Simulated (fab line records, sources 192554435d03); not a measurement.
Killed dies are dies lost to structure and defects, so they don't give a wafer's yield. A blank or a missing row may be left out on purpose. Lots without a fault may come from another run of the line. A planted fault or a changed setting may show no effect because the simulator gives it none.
Which tool did it? | flow n5_finfet | 9 lots, 27 wafers sampled, at 6 steps of a route of 1938

WHAT THE GAUGES READ, wafer by wafer
N5_SD_ACTIVATION_RS_MEAS_03: measures by four-point-probe. Usual: RS_SD_N 21.80 ohm/sq, standard deviation 0.28; RS_SD_P 55.9 ohm/sq, standard deviation 0.94.
lot  | measured    | on            | RS_SD_N (ohm/sq)  | RS_SD_P (ohm/sq) | flag
L942 | day 3 09:10 | film_metro-02 | 21.71 21.77 21.53 | 54.1 54.1 53.3   |
L945 | day 4 06:07 | film_metro-01 | 21.69 21.55 21.35 | 55.7 55.8 56.8   |
L946 | day 4 12:32 | film_metro-02 | 21.94 22.04 22.01 | 56.2 56.7 56.8   |
L948 | day 4 22:13 | film_metro-02 | 21.93 21.42 21.52 | 55.8 54.2 55.9   |
L954 | day 6 17:12 | film_metro-01 | 23.19 23.16 22.93 | 55.0 55.0 55.6   | OFF
L956 | day 6 22:51 | film_metro-02 | 22.99 23.63 23.11 | 57.3 56.5 57.2   | OFF
L961 | day 8 12:17 | film_metro-01 | 21.74 21.55 21.66 | 55.9 55.9 56.7   |
L963 | day 8 19:39 | film_metro-02 | 21.60 21.80 21.71 | 57.2 56.9 56.2   |
L965 | day 9 10:23 | film_metro-02 | 21.79 22.13 22.20 | 56.4 57.4 55.9   |

N5_BEOL_M4_RC_MEAS_101. Usual: DIBL_N 35.7 mV/V, standard deviation 1.5; DIBL_P 35.7 mV/V, standard deviation 2; IOFF_N 0.155 nA/um, standard deviation 0.026; IOFF_P 0.20 nA/um, standard deviation 0.031; ION_N 675 uA/um, standard deviation 11; ION_P 462 uA/um, standard deviation 7.1; RC_N 15.6 ohm.um, standard deviation 0.31; RS_SD_N 28.2 ohm/sq, standard deviation 0.35; SS_N 71.3 mV/dec, standard deviation 0.57; SS_P 73.1 mV/dec, standard deviation 0.56; VT_N 250 mV, standard deviation 3; VT_P -251 mV, standard deviation 3.
lot  | measured     | on        | DIBL_N (mV/V)  | DIBL_P (mV/V)  | IOFF_N (nA/um)    | IOFF_P (nA/um) | ION_N (uA/um) | ION_P (uA/um) | RC_N (ohm.um)  | RS_SD_N (ohm/sq) | SS_N (mV/dec)  | SS_P (mV/dec)  | VT_N (mV)   | VT_P (mV)      | flag
L942 | day 8 07:52  | prober-02 | 36.7 37.2 35.3 | 36.3 36.8 34.4 | 0.153 0.171 0.142 | 0.21 0.23 0.18 | 667 673 666   | 459 459 461   | 15.6 15.8 15.6 | 28.3 28.2 27.9   | 71.6 71.7 71.2 | 72.7 73.6 72.6 | 251 250 252 | -252 -249 -251 |
L945 | day 9 03:11  | prober-01 | 33.4 34.5 38.2 | 31.3 33.0 37.4 | 0.106 0.128 0.184 | 0.17 0.19 0.25 | 662 681 683   | 458 469 470   | 15.0 14.9 15.0 | 28.4 27.8 27.7   | 70.5 71.2 72.4 | 72.4 73.6 74.7 | 255 252 248 | -253 -251 -248 |
L946 | day 9 07:03  | prober-02 | 36.1 37.1 35.4 | 34.7 34.5 32.9 | 0.165 0.181 0.140 | 0.21 0.20 0.18 | 674 694 678   | 460 468 464   | 15.5 15.9 15.9 | 28.1 28.4 28.4   | 72.0 72.9 71.3 | 72.9 73.0 72.6 | 248 248 251 | -251 -252 -252 |
L948 | day 10 00:43 | prober-01 | 36.2 37.4 35.3 | 37.5 38.2 36.8 | 0.178 0.200 0.169 | 0.24 0.24 0.22 | 685 684 686   | 470 469 475   | 16.0 16.1 16.0 | 28.2 27.7 27.8   | 71.6 71.5 70.8 | 72.9 73.6 72.9 | 246 245 247 | -247 -246 -250 |
L954 | day 11 12:53 | prober-01 | 35.3 34.7 34.8 | 35.9 35.0 34.9 | 0.175 0.152 0.154 | 0.23 0.21 0.21 | 690 679 675   | 478 471 470   | 16.5 17.1 16.4 | 29.8 29.5 29.7   | 71.7 70.9 70.7 | 73.7 73.1 73.3 | 246 249 248 | -248 -248 -250 | OFF
L956 | day 12 03:38 | prober-02 | 34.8 35.5 35.2 | 35.7 35.3 36.2 | 0.145 0.152 0.147 | 0.18 0.18 0.20 | 677 665 673   | 461 459 465   | 16.1 16.0 16.3 | 29.2 30.1 29.8   | 70.7 70.9 70.3 | 72.8 73.2 73.6 | 249 250 250 | -250 -250 -253 | OFF
L961 | day 12 22:20 | prober-01 | 34.8 36.9 36.3 | 33.1 36.3 35.8 | 0.112 0.160 0.146 | 0.18 0.23 0.22 | 654 682 679   | 458 474 468   | 15.4 15.5 15.0 | 28.1 27.6 27.6   | 71.0 71.2 71.5 | 72.4 73.0 72.6 | 255 248 250 | -251 -247 -249 |
L963 | day 14 00:05 | prober-02 | 31.0 36.2 37.6 | 29.9 35.2 38.5 | 0.093 0.162 0.201 | 0.14 0.20 0.26 | 657 678 679   | 459 460 464   | 15.6 15.5 15.3 | 28.1 28.0 28.3   | 69.6 71.8 71.5 | 71.6 73.4 73.3 | 255 248 249 | -254 -250 -248 |
L965 | day 14 08:04 | prober-02 | 36.7 37.4 35.5 | 38.3 38.4 37.9 | 0.173 0.189 0.159 | 0.21 0.22 0.21 | 680 674 683   | 466 461 462   | 15.2 15.8 15.4 | 28.3 28.6 28.8   | 72.6 71.5 72.3 | 73.2 73.3 72.8 | 247 246 249 | -251 -251 -250 |

WHICH TOOL RAN EACH LOT (tool, then ch and the chambers of the sampled wafers, then the start)
lot  | N5_SD_EPI_N_VAPOR_ETCH_50      | N5_SD_EPI_N_LINER_46             | N5_SD_EPI_P_ETCH_36               | N5_SD_ACTIVATION_LSA_01
L942 | epi_rpcvd-02 ch 0, day 3 02:06 | ald_sin-04 ch 0,1,3, day 3 04:23 | rie_diel-04 ch 0,2, day 3 05:02   | laser_anneal-01 ch 0, day 3 08:58
L945 | epi_rpcvd-02 ch 0, day 3 21:37 | ald_sin-02 ch 2,3, day 4 01:14   | rie_diel-05 ch 0,2, day 4 02:00   | laser_anneal-01 ch 0, day 4 05:55
L946 | epi_rpcvd-03 ch 0, day 4 05:19 | ald_sin-02 ch 0,1,3, day 4 07:36 | rie_diel-04 ch 0,2, day 4 08:23   | laser_anneal-01 ch 0, day 4 12:20
L948 | epi_rpcvd-02 ch 0, day 4 14:59 | ald_sin-04 ch 2,3, day 4 17:19   | rie_diel-04 ch 0,1,2, day 4 18:05 | laser_anneal-01 ch 0, day 4 22:02
L954 | epi_rpcvd-01 ch 0, day 6 06:12 | ald_sin-02 ch 0,2,3, day 6 08:24 | rie_diel-02 ch 0,1,3, day 6 09:10 | laser_anneal-01 ch 0, day 6 17:00
L956 | epi_rpcvd-03 ch 0, day 6 15:17 | ald_sin-03 ch 1,2,3, day 6 17:36 | rie_diel-02 ch 0,2,3, day 6 18:24 | laser_anneal-01 ch 0, day 6 22:38
L961 | epi_rpcvd-02 ch 0, day 8 02:51 | ald_sin-03 ch 0,1, day 8 04:59   | rie_diel-04 ch 1,3, day 8 05:38   | laser_anneal-02 ch 0, day 8 12:05
L963 | epi_rpcvd-02 ch 0, day 8 10:16 | ald_sin-02 ch 1,2,3, day 8 12:26 | rie_diel-05 ch 0,2, day 8 13:12   | laser_anneal-02 ch 0, day 8 19:27
L965 | epi_rpcvd-03 ch 0, day 9 02:14 | ald_sin-04 ch 0,2,3, day 9 05:04 | rie_diel-02 ch 0,2,3, day 9 05:54 | laser_anneal-02 ch 0, day 9 10:11
- N5_SD_EPI_N_VAPOR_ETCH_50: etches Si in HCl, time 54 s.
- N5_SD_EPI_N_LINER_46: material SiNx, target thk 3 nm.
- N5_SD_EPI_P_ETCH_36: etches SiARC in CF4, target depth 45.5 nm, time 75.8 s.
- N5_SD_ACTIVATION_LSA_01: time 0.0008 s.

WHAT THE TOOLS THEMSELVES READ (means of the sampled wafers that have a number; where no wafer has one, the mark that the record gives instead)
N5_SD_EPI_N_VAPOR_ETCH_50. Usual: susceptor_temp_C 775.0 C, standard deviation 0.36; throttle_valve_pct 12.1 %, standard deviation 0.49.
lot  | tool         | susceptor_temp_C (C) | throttle_valve_pct (%) | flag
L942 | epi_rpcvd-02 | 775.4                | 12.5                   |
L945 | epi_rpcvd-02 | 774.7                | 12.5                   |
L946 | epi_rpcvd-03 | 774.4                | 11.6                   |
L948 | epi_rpcvd-02 | 774.2                | 12.6                   |
L954 | epi_rpcvd-01 | 774.9                | 11.6                   |
L956 | epi_rpcvd-03 | 774.6                | 11.7                   |
L961 | epi_rpcvd-02 | 774.7                | 12.6                   |
L963 | epi_rpcvd-02 | 775.1                | 12.6                   |
L965 | epi_rpcvd-03 | 775.0                | 11.6                   |

N5_SD_EPI_N_LINER_46. Usual: heater_power_outer_w 510 W, standard deviation 56; heater_power_w 828 W, standard deviation 97; susceptor_temp_C 399.99 C, standard deviation 0.22.
lot  | tool       | heater_power_outer_w (W) | heater_power_w (W) | susceptor_temp_C (C) | flag
L942 | ald_sin-04 | 552                      | 858                | 399.96               |
L945 | ald_sin-02 | 449                      | 734                | 399.95               |
L946 | ald_sin-02 | 497                      | 825                | 399.97               |
L948 | ald_sin-04 | 558                      | 858                | 400.06               |
L954 | ald_sin-02 | 486                      | 785                | 399.91               |
L956 | ald_sin-03 | 489                      | 803                | 400.02               |
L961 | ald_sin-03 | 475                      | 811                | 400.26               |
L963 | ald_sin-02 | 471                      | 754                | 400.12               |
L965 | ald_sin-04 | 530                      | 842                | 400.04               |

N5_SD_EPI_P_ETCH_36. Usual: drypump_motor_current_A 5.6 A, standard deviation 0.41; etch_rf_on_time_s 76.0 s, standard deviation 1.8; oes_product_au 0.68 a.u., standard deviation 0.084; rf_vpp_V 184.3 V, standard deviation 1; showerhead_plenum_p_Torr 2.16 Torr, standard deviation 0.05; throttle_valve_pct 15.58 %, standard deviation 0.17.
lot  | tool        | drypump_motor_current_A (A) | etch_rf_on_time_s (s) | oes_product_au (a.u.) | rf_vpp_V (V) | showerhead_plenum_p_Torr (Torr) | throttle_valve_pct (%) | flag
L942 | rie_diel-04 | 6.1                         | 74.2                  | 0.74                  | 184.4        | 2.17                            | 15.42                  |
L945 | rie_diel-05 | 6.0                         | 75.3                  | 0.72                  | 184.7        | 2.22                            | 15.66                  |
L946 | rie_diel-04 | 6.2                         | 74.2                  | 0.76                  | 183.3        | 2.18                            | 15.52                  |
L948 | rie_diel-04 | 5.8                         | 75.9                  | 0.68                  | 184.2        | 2.15                            | 15.59                  |
L954 | rie_diel-02 | 5.1                         | 78.1                  | 0.59                  | 184.7        | 2.15                            | 15.73                  |
L956 | rie_diel-02 | 5.4                         | 77.9                  | 0.62                  | 185.4        | 2.13                            | 15.65                  |
L961 | rie_diel-04 | 5.6                         | 75.7                  | 0.77                  | 184.6        | 2.16                            | 15.54                  |
L963 | rie_diel-05 | 5.7                         | 77.2                  | 0.71                  | 184.8        | 2.19                            | 15.59                  |
L965 | rie_diel-02 | 5.4                         | 77.1                  | 0.69                  | 185.3        | 2.21                            | 15.51                  |

N5_SD_ACTIVATION_LSA_01. Usual: wafer_temp_C_max 1086.7, standard deviation 1.1.
lot  | tool            | wafer_temp_C_max | flag
L942 | laser_anneal-01 | 1086.5           |
L945 | laser_anneal-01 | 1086.1           |
L946 | laser_anneal-01 | 1086.9           |
L948 | laser_anneal-01 | 1086.8           |
L954 | laser_anneal-01 | 1075.7           | OFF
L956 | laser_anneal-01 | 1074.7           | OFF
L961 | laser_anneal-02 | 1086.9           |
L963 | laser_anneal-02 | 1087.4           |
L965 | laser_anneal-02 | 1088.3           |

THE ANSWER, worked out from the rows above alone
Rule: a lot is off if the mean of its wafers that have a number lies more than 3 standard deviations from the usual mean. A lot without any number at a reading at which 4 lots or more have one is off too. The other lots that the step has rows for count as sound. The gauges are gone through in route order, then the tools' own readings, and for those a lot's mean is taken as printed above. The first step at which some lot is off is used, and at that step the reading that is off furthest; a lot without a number counts as furthest.
Off: L954, L956, at N5_SD_ACTIVATION_RS_MEAS_03 (RS_SD_N).
A tool fits if, at a process step before that reading, it ran every lot that is off, and no sound lot after the first of them. The gauges at N5_SD_ACTIVATION_RS_MEAS_03 aren't tried: what is off there is off at N5_BEOL_M4_RC_MEAS_101 too, on other tools, and a gauge's error can't cause that. One fits: laser_anneal-01 at N5_SD_ACTIVATION_LSA_01. Its last sound lot is L948 (day 4 22:02), its first lot that is off L954 (day 6 17:00): a fault that began between those two fits.
The tool's own readings at N5_SD_ACTIVATION_LSA_01 bear it out: on the lots that are off they differ by more than 5 times the standard deviation of the sound lots' means. wafer_temp_C_max reads 1075.2 there against 1087.0 on the sound lots.

WHAT THE SIMULATOR HAD PUT IN
Process parameter drift: laser_anneal-01, from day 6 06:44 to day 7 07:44, at N5_SD_ACTIVATION_LSA_01. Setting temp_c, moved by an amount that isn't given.
Lots struck among those shown: L954, L956. The rule above found the same.
